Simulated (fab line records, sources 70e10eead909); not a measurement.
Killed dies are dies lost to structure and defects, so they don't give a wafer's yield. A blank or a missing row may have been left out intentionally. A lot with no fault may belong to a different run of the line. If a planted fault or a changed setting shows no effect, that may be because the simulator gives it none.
fab line records || flow nandHarc
record: {"lots": 5, "wafers": 15, "lastDay": 24}
route steps=1159 shown A_SGD_CUT@761 A_SLIT@779 END@1159
lots that met no fault: taken from a fault-free run of the same line
startH: the number of hours between the record's first day and the start of the first shown wafer of the lot || waitH: how many hours have passed since the lot's step before this one || " unchanged from the row above || L1.1+2: a row that stands for several wafers || - value missing, or start not given || * or withheld: withheld || < > ~ a bound
route shown NAME@n: NAME is a module with steps in the file, n the number in the route of the first one || usual: average and standard deviation across the fault-free wafers || same: alike in all rows || chamber/n: place in a boat || sites: the reading at each site || _std_site: the values' standard deviation || _edge_site: mean of outer sites minus mean of inner sites || radiusMm: for every site, how far away it sits from the centre of the wafer || mask NAME#n: copy n || behind: the tool/chamber that last shaped the wafer || hold: why the lot went on hold/how many hours it stayed there/how the hold came to an end || device: whichever transistor did not switch (one of n, p or np) || end of line: the same wafers' tests at the end of the route || a step given without rows: its recipe and nothing more || killed: dies lost to structure and defects at the first sort, not the wafer's yield || map: a wafer's dies, x killed, . not, _ none there
set.NAME: the setting the step ran with; set.NAME@STEP: the setting that earlier step ran with || model.NAME: the simulator's own value behind a step, which no gauge read
lots at selected steps of the route; one table per step, one row per wafer
services: when a tool's chamber went out of use (startH, in hours from the record's first day, below 0 if earlier), for how many hours, and the reason
== steps ==
step: NHARC_A_SGD_CUT_DESCUM_14
recipe: {"timeS": 3, "o2FlowSccm": 200, "arFlowSccm": 0, "biasPowerW": 0, "chemistry": "O2"}
step: NHARC_A_SGD_CUT_ETCH_58
recipe: {"targetDepthA": 390, "overEtchFrac": 0.3, "timeS": 65, "ionEnergyEv": 80, "cf4FlowSccm": 150, "arFlowSccm": 0, "rfW": 300, "biasW": 100, "chemistry": "CF4"}
step: NHARC_A_SGD_CUT_ETCH_59
recipe: {"targetDepthA": 2600, "overEtchFrac": 0.25, "timeS": 406.25, "ionEnergyEv": 200, "n2FlowSccm": 150, "h2FlowSccm": 150, "arFlowSccm": 0, "rfW": 400, "biasW": 150, "chemistry": "N2/H2"}
step: NHARC_A_SGD_CUT_ETCH_15
recipe: {"targetDepthA": 750, "timeS": 64.3, "ch3fFlowSccm": 50, "o2FlowSccm": 30, "arFlowSccm": 200, "rfW": 500, "biasW": 100, "chemistry": "CH3F/O2"}
step: NHARC_A_SGD_CUT_ETCH_16
recipe: {"targetDepthA": 3105, "timeS": 155.2, "c4f8FlowSccm": "withheld", "o2FlowSccm": 8, "arFlowSccm": "withheld", "rfW": 600, "biasW": 800, "chemistry": "C4F8/O2/Ar"}
step: NHARC_A_SGD_CUT_STRIP_60
recipe: {"c4f8FlowSccm": "withheld", "o2FlowSccm": 8, "arFlowSccm": "withheld", "biasW": 0, "chemistry": "C4F8/O2/Ar"}
step: NHARC_A_SGD_CUT_STRIP_17
recipe: {"o2FlowSccm": 500, "arFlowSccm": 0, "biasW": 0, "chemistry": "O2"}
step: NHARC_A_SGD_CUT_PRECLEAN_18
recipe: {"timeS": "*", "tempC": 50, "bathAgeMin": 0, "chemistry": "SC1"}
step: NHARC_A_SGD_CUT_SRD_19
step: NHARC_A_SGD_CUT_DEP_20
recipe: {"targetThkA": 1500, "tempC": 65, "material": "SiO2"}
{"lot.wafer": "L382.1+4+5", "tool": "fcvd-01", "chamber": 0, "startH": 363.81, "waitH": "-"}
{"lot.wafer": "L383.1+6+5", "tool": "fcvd-01", "chamber": "1,1,0", "startH": 385.88, "waitH": "-"}
{"lot.wafer": "L384.1+3+6", "tool": "fcvd-01", "chamber": 0, "startH": 386.11, "waitH": "-"}
{"lot.wafer": "L386.2+3+5", "tool": "fcvd-01", "chamber": "0,1,0", "startH": 407.58, "waitH": "-"}
{"lot.wafer": "L393.2+1+3", "tool": "fcvd-02", "chamber": "0,1,1", "startH": 432.27, "waitH": "-"}
step: NHARC_A_SGD_CUT_ANNEAL_27
recipe: {"tempC": 450, "timeS": 1800}
step: NHARC_A_SGD_CUT_CMP_21
recipe: {"targetThkNm": 148.19}
step: NHARC_A_SGD_CUT_SRD_23
step: NHARC_A_SGD_CUT_ETCH_26
recipe: {"targetDepthA": 458, "chemistry": "dHF", "material": "SiO2"}
step: NHARC_A_SGD_CUT_ETCHBACK_24
recipe: {"targetDepthA": 500, "overEtchFrac": 0.3, "timeS": 92.857, "ionEnergyEv": 120, "ch3fFlowSccm": 50, "o2FlowSccm": 30, "arFlowSccm": 200, "rfW": 500, "biasW": 100, "chemistry": "CH3F/O2"}
step: NHARC_A_SGD_CUT_STRIP_28
recipe: {"timeS": 20, "o2FlowSccm": 500, "arFlowSccm": 0, "biasW": 0, "chemistry": "O2"}
step: NHARC_A_SLIT_DEP_25
recipe: {"targetThkA": 2000, "tempC": 400, "pressureTorr": 6.5, "rfW": 900, "teosFlowSccm": 161.4, "flowSccm": 2650, "targetThkNm": 200, "gas": "O2", "material": "SiO2"}
step: NHARC_A_SLIT_DEP_00
recipe: {"targetThkA": 32000, "tempC": 400, "material": "aC"}
step: NHARC_A_SLIT_DEP_23
recipe: {"targetThkA": 1000, "targetThkNm": 100, "tempC": 400, "pressureTorr": 3.5, "flowSccm": 200, "rfW": 350, "material": "SiON"}
step: NHARC_A_SLIT_DEHYDRATE_01
recipe: {"tempC": 150, "timeS": 120}
step: NHARC_A_SLIT_HMDS_02
recipe: {"timeS": 30}
step: NHARC_A_SLIT_COAT_03
recipe: {"spinRpm": 1500, "resistThkNm": 90}
step: NHARC_A_SLIT_SOFTBAKE_04
recipe: {"tempC": 105, "timeS": 55}
step: NHARC_A_SLIT_EBR_05
step: NHARC_A_SLIT_EXPOSE_06
recipe: {"na": 1.35, "doseMj": 60.82, "maskId": "SLIT"}
step: NHARC_A_SLIT_PEB_07
recipe: {"pebTempC": 100, "pebTimeS": 65}
step: NHARC_A_SLIT_DEVELOP_08
recipe: {"developTimeS": 35, "devTempC": 23}
step: NHARC_A_SLIT_DESCUM_14
recipe: {"timeS": 3, "o2FlowSccm": 200, "arFlowSccm": 0, "biasPowerW": 0, "chemistry": "O2"}
step: NHARC_A_SLIT_ETCH_24
recipe: {"targetDepthA": 1210, "timeS": 60.5, "cf4FlowSccm": 100, "chf3FlowSccm": 30, "arFlowSccm": 0, "rfW": 500, "biasW": 200, "chemistry": "CF4/CHF3"}
step: NHARC_A_SLIT_ETCH_15
recipe: {"targetDepthA": 32000, "overEtchFrac": 0.3, "timeS": 832, "ionEnergyEv": 150, "o2FlowSccm": 400, "cosFlowSccm": 20, "arFlowSccm": 0, "rfW": 500, "biasW": 300, "chemistry": "O2/COS"}
step: NHARC_A_SLIT_ETCH_17
recipe: {"biasV": 900, "sourceW": "withheld", "pressureMtorr": 20, "arFlowSccm": 375, "c4f8FlowSccm": 83.3, "o2FlowSccm": 41.7, "timeS": 1687.5, "targetDepthA": 1.01e+05, "chemistry": "C4F8/O2/Ar"}
step: NHARC_A_SLIT_ETCH_26
recipe: {"biasV": 400, "sourceW": 2000, "pressureMtorr": 25, "timeS": 90, "arFlowSccm": 375, "c4f8FlowSccm": 41.7, "o2FlowSccm": 83.3, "targetDepthA": 4000, "chemistry": "C4F8/O2/Ar"}
step: NHARC_A_SLIT_STRIP_28
recipe: {"o2FlowSccm": 400, "cosFlowSccm": 20, "arFlowSccm": 0, "biasW": 0, "chemistry": "O2/COS"}
step: NHARC_A_SLIT_ETCH_29
recipe: {"targetDepthA": 1000, "overetchA": 100, "timeS": 55, "ionEnergyEv": 100, "cf4FlowSccm": 80, "o2FlowSccm": 20, "arFlowSccm": 0, "rfW": 300, "biasW": 100, "chemistry": "CF4/O2"}
step: NHARC_END_SORT_01
recipe: {"tempC": 25}
usual: {"killedAtArray": "29/11", "killedAtOther": "0.5/0.8", "killedAtPeriphery": "3.5/2.8", "killedDies": "33/12", "killedOpen": "3.1/1.8", "killedShort": "1.8/1.4"}
same: {"grossDies": 677}
{"lot.wafer": "L382.1", "tool": "prober-01", "chamber": 0, "startH": 506.06, "waitH": 2.5, "killedAtArray": 19, "killedAtOther": 0, "killedAtPeriphery": 1, "killedDies": 20, "killedOpen": 3, "killedShort": 2}
{"lot.wafer": "L382.4", "tool": "prober-01", "chamber": 0, "startH": 508.51, "waitH": 3.4, "killedAtArray": 14, "killedAtOther": 0, "killedAtPeriphery": 5, "killedDies": 19, "killedOpen": 3, "killedShort": 0}
{"lot.wafer": "L382.5", "tool": "prober-01", "chamber": 0, "startH": 509.33, "waitH": 3.8, "killedAtArray": 13, "killedAtOther": 0, "killedAtPeriphery": 1, "killedDies": 14, "killedOpen": 2, "killedShort": 2}
{"lot.wafer": "L383.1", "tool": "prober-02", "chamber": 0, "startH": 512.35, "waitH": 2.5, "killedAtArray": 94, "killedAtOther": 1, "killedAtPeriphery": 5, "killedDies": 100, "killedOpen": 7, "killedShort": 3}
{"lot.wafer": "L383.5", "tool": "prober-02", "chamber": 0, "startH": 515.56, "waitH": 3.7, "killedAtArray": 80, "killedAtOther": 0, "killedAtPeriphery": 0, "killedDies": 80, "killedOpen": 3, "killedShort": 4}
{"lot.wafer": "L383.6", "tool": "prober-02", "chamber": 0, "startH": 516.36, "waitH": 4.0, "killedAtArray": 104, "killedAtOther": 1, "killedAtPeriphery": 1, "killedDies": 106, "killedOpen": 1, "killedShort": 0}
{"lot.wafer": "L384.1", "tool": "prober-02", "chamber": 0, "startH": 520.58, "waitH": 2.5, "killedAtArray": 86, "killedAtOther": 0, "killedAtPeriphery": 1, "killedDies": 87, "killedOpen": 4, "killedShort": 0}
{"lot.wafer": "L384.3", "tool": "prober-02", "chamber": 0, "startH": 522.20, "waitH": 3.1, "killedAtArray": 83, "killedAtOther": 1, "killedAtPeriphery": 0, "killedDies": 84, "killedOpen": 1, "killedShort": 3}
{"lot.wafer": "L384.6", "tool": "prober-02", "chamber": 0, "startH": 524.63, "waitH": 4.1, "killedAtArray": 81, "killedAtOther": 1, "killedAtPeriphery": 2, "killedDies": 84, "killedOpen": 3, "killedShort": 2}
{"lot.wafer": "L386.2", "tool": "prober-02", "chamber": 0, "startH": 551.22, "waitH": 2.8, "killedAtArray": 92, "killedAtOther": 0, "killedAtPeriphery": 0, "killedDies": 92, "killedOpen": 5, "killedShort": 0}
{"lot.wafer": "L386.3", "tool": "prober-02", "chamber": 0, "startH": 552.02, "waitH": 3.1, "killedAtArray": 103, "killedAtOther": 0, "killedAtPeriphery": 2, "killedDies": 105, "killedOpen": 4, "killedShort": 2}
{"lot.wafer": "L386.5", "tool": "prober-02", "chamber": 0, "startH": 553.62, "waitH": 3.7, "killedAtArray": 81, "killedAtOther": 0, "killedAtPeriphery": 1, "killedDies": 82, "killedOpen": 3, "killedShort": 1}
{"lot.wafer": "L393.1", "tool": "prober-01", "chamber": 0, "startH": 576.66, "waitH": 2.5, "killedAtArray": 44, "killedAtOther": 0, "killedAtPeriphery": 2, "killedDies": 46, "killedOpen": 3, "killedShort": 3}
{"lot.wafer": "L393.2", "tool": "prober-01", "chamber": 0, "startH": 577.47, "waitH": 2.8, "killedAtArray": 34, "killedAtOther": 0, "killedAtPeriphery": 3, "killedDies": 37, "killedOpen": 4, "killedShort": 0}
{"lot.wafer": "L393.3", "tool": "prober-01", "chamber": 0, "startH": 578.28, "waitH": 3.1, "killedAtArray": 30, "killedAtOther": 0, "killedAtPeriphery": 3, "killedDies": 33, "killedOpen": 1, "killedShort": 0}
killed by level:class
L382.1 A_CHANNEL_HOLE_D1:chamberFilmFlake=5 A_CONTACT:geometricParticle:open=3 A_CHANNEL_FILL_D1:chamberFilmFlake=3 A_STAIRCASE:chamberFilmFlake=2 A_CONTACT:chamberFilmFlake=2 A_M0:chamberFilmFlake=2 A_SOURCE_PLATE:geometricParticle:short=1 A_ONON_D1:geometricParticle:short=1
L382.4 A_CHANNEL_HOLE_D1:chamberFilmFlake=5 P_ZERO_WELL:chamberFilmFlake=4 A_CHANNEL_FILL_D1:chamberFilmFlake=2 P_STI:geometricParticle:open=1 A_CONTACT:geometricParticle:open=1 A_M0:geometricParticle:open=1 A_SGD_CUT:chamberFilmFlake=1 A_WL_FILL:chamberFilmFlake=1
L382.5 A_CHANNEL_HOLE_D1:chamberFilmFlake=6 A_CHANNEL_FILL_D1:chamberFilmFlake=2 A_ONON_D1:geometricParticle:open=1 A_CHANNEL_HOLE_D1:geometricParticle:short=1 A_SGD_CUT:geometricParticle:open=1 A_CONTACT:geometricParticle:short=1 P_ZERO_WELL:chamberFilmFlake=1 A_CONTACT:chamberFilmFlake=1
L383.1 A_SGD_CUT:unspecified=67 A_SLIT:chamberFilmFlake=10 A_CHANNEL_HOLE_D1:chamberFilmFlake=4 A_CONTACT:geometricParticle:open=3 A_CONTACT:chamberFilmFlake=3 P_GATE:geometricParticle:open=2 P_M2:geometricParticle:open=1 A_ONON_D1:geometricParticle:short=1
L383.5 A_SGD_CUT:unspecified=49 A_SLIT:chamberFilmFlake=14 A_CHANNEL_HOLE_D1:chamberFilmFlake=6 A_CHANNEL_FILL_D1:geometricParticle:short=2 A_STAIRCASE:chamberFilmFlake=2 A_ONON_D1:geometricParticle:open=1 A_ONON_D1:geometricParticle:short=1 A_SGD_CUT:geometricParticle:open=1
L383.6 A_SGD_CUT:unspecified=64 A_SLIT:chamberFilmFlake=19 A_CHANNEL_HOLE_D1:chamberFilmFlake=6 A_CONTACT:chamberFilmFlake=6 A_STAIRCASE:chamberFilmFlake=5 A_M1:chamberFilmFlake=4 P_STI:geometricParticle:open=1 THIN_TSV:chamberFilmFlake=1
L384.1 A_SGD_CUT:unspecified=46 A_CHANNEL_HOLE_D1:chamberFilmFlake=18 A_SLIT:chamberFilmFlake=15 A_WL_FILL:geometricParticle:open=2 A_STAIRCASE:chamberFilmFlake=2 A_CHANNEL_FILL_D1:geometricParticle:open=1 A_CONTACT:geometricParticle:open=1 P_GATE:chamberFilmFlake=1
L384.3 A_SGD_CUT:unspecified=49 A_CHANNEL_HOLE_D1:chamberFilmFlake=16 A_SLIT:chamberFilmFlake=10 A_STAIRCASE:chamberFilmFlake=4 A_CONTACT:geometricParticle:open=1 A_CONTACT:geometricParticle:short=1 A_M1:geometricParticle:short=1 STARTING-WAFER:geometricParticle:short=1
L384.6 A_SGD_CUT:unspecified=50 A_SLIT:chamberFilmFlake=15 A_CHANNEL_HOLE_D1:chamberFilmFlake=10 P_M0:geometricParticle:open=1 A_ONON_D1:geometricParticle:short=1 A_WL_FILL:geometricParticle:short=1 A_CONTACT:geometricParticle:open=1 STARTING-WAFER:geometricParticle:open=1
L386.2 A_SGD_CUT:unspecified=53 A_SLIT:chamberFilmFlake=17 A_CHANNEL_HOLE_D1:chamberFilmFlake=8 A_CHANNEL_FILL_D1:chamberFilmFlake=3 A_STAIRCASE:chamberFilmFlake=3 A_BLC:geometricParticle:open=2 A_M0:geometricParticle:open=2 A_ZERO_WELL:chamberFilmFlake=2
L386.3 A_SGD_CUT:unspecified=66 A_SLIT:chamberFilmFlake=18 A_STAIRCASE:chamberFilmFlake=7 A_CHANNEL_HOLE_D1:chamberFilmFlake=4 P_GATE:geometricParticle:open=1 P_M0:geometricParticle:open=1 A_CHANNEL_FILL_D1:geometricParticle:short=1 A_WL_FILL:geometricParticle:short=1
L386.5 A_SGD_CUT:unspecified=48 A_SLIT:chamberFilmFlake=16 A_CHANNEL_HOLE_D1:chamberFilmFlake=5 A_STAIRCASE:chamberFilmFlake=3 A_CONTACT:geometricParticle:open=2 A_CHANNEL_FILL_D1:chamberFilmFlake=2 A_CONTACT:chamberFilmFlake=2 A_CHANNEL_HOLE_D1:geometricParticle:short=1
L393.1 A_SLIT:chamberFilmFlake=22 A_CHANNEL_HOLE_D1:chamberFilmFlake=7 A_STAIRCASE:chamberFilmFlake=5 A_ZERO_WELL:chamberFilmFlake=2 A_CHANNEL_FILL_D1:geometricParticle:short=1 A_WL_FILL:geometricParticle:short=1 A_WL_FILL:geometricParticle:open=1 A_CONTACT:geometricParticle:short=1
L393.2 A_SLIT:chamberFilmFlake=21 A_CHANNEL_HOLE_D1:chamberFilmFlake=7 A_STAIRCASE:chamberFilmFlake=3 P_CONTACT:geometricParticle:open=1 P_M0:geometricParticle:open=1 A_CHANNEL_HOLE_D1:geometricParticle:open=1 A_M0:geometricParticle:open=1 P_ZERO_WELL:chamberFilmFlake=1
L393.3 A_SLIT:chamberFilmFlake=17 A_CHANNEL_HOLE_D1:chamberFilmFlake=6 A_STAIRCASE:chamberFilmFlake=4 P_ZERO_WELL:chamberFilmFlake=2 A_M0:geometricParticle:open=1 P_STI:chamberFilmFlake=1 A_CONTACT:chamberFilmFlake=1 A_BLC:chamberFilmFlake=1
map L383.6 (x killed, . not)
____________x____________
_________.xxxxxx_________
_______..xxxxxxxxx_______
______.....xxxxxxxx______
_____....xxxxxxxxxx._____
____.......xxxxxxxx..____
____.......xxxxxxxx..____
___.........xxxxx.x...___
___........x.xxx......___
__..........xx.........__
__.....x........x......__
_..............x........_
_.......x...x..........._
_........x.............._
_........xxx............_
_.........x.x....x......_
.........xxxxx.......x...
.........xx..............
...........x.x...........
....x....x...............
.........x..x.......x....
_.........x............._
_......................._
_..x......x...x.x..x...._
_...x...............x..._
_............x.........._
__.....................__
__.................x...__
___..............x....___
___...................___
____.....x..x........____
____.................____
_____...x..........._____
______...x.........______
_______..........._______
_________x..x..._________
____________.____________
map L384.1 (x killed, . not)
____________.____________
_________......._________
_______..........._______
______.............______
_____..............._____
____.................____
____.................____
___...................___
___...................___
__.....................__
__.........x...........__
_......................._
_...........x..........._
_.........x............._
_...........x......x..x._
_...........x.....x....._
............xx....x......
..........x..............
..........xxxx..x..xx....
..x.......xxx....xxxxx...
...............x..x..x...
_.........x.x.....xxx.x._
_..................xxxxx_
_....................xxx_
_................x.xxxxx_
_.................xxxxxx_
__................xxxxx__
__...............xxxxxx__
___..x..........xxxxxx___
___...............xxxx___
____..............xxx____
____..............xxx____
_____.............xx_____
______.............______
_______..........._______
_________......._________
____________.____________
== services ==
{"tool": "fcvd-02", "chamber": "-", "startH": 376.00, "hours": 13.0, "kind": "pm"}
{"tool": "fcvd-02", "chamber": 0, "startH": 376.00, "hours": 13.0, "kind": "ventCycle"}
{"tool": "fcvd-02", "chamber": 1, "startH": 376.00, "hours": 13.0, "kind": "ventCycle"}
{"tool": "fcvd-02", "chamber": 0, "startH": 389.00, "hours": "-", "kind": "clean"}
{"tool": "fcvd-02", "chamber": 1, "startH": 389.00, "hours": "-", "kind": "clean"}
{"tool": "fcvd-01", "chamber": "-", "startH": 403.08, "hours": 0.9, "kind": "repair"}
== key ==
firstSign: {"step": "NHARC_END_SORT_01", "reading": "killedAtArray", "direction": "up", "sigmas": 5.3, "usual": 29, "struck": 89}
effect: {"step": "NHARC_END_SORT_01", "reading": "killedDies", "direction": "up", "sigmas": 4.9, "usual": 33, "struck": 91}
moreKillsBornAt: {"NHARC_A_SGD_CUT_DEP_20@fcvd-01": 492}
metAt NHARC_A_SGD_CUT_DEP_20
struckWafers L383.1,L383.5,L383.6,L384.1,L384.3,L384.6,L386.2,L386.3,L386.5
testerLeftOut L383,L384,L386
onsetBetween 363.81 385.88
fault: {"kind": "chamberParticleSource", "tool": "fcvd-01", "chamber": "-", "onsetH": 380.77, "steps": "NHARC_A_SGD_CUT_DEP_20", "ratePerVisitCm2": 1.5458, "endH": 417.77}
testerLeftOut: of these lots the tester's yield and bins aren't shown, on N5 and GAA mostly nor the transistor test; their killed dies are dies lost to structure and defects alone, not to doping, threshold or leakage, so they don't give the yield
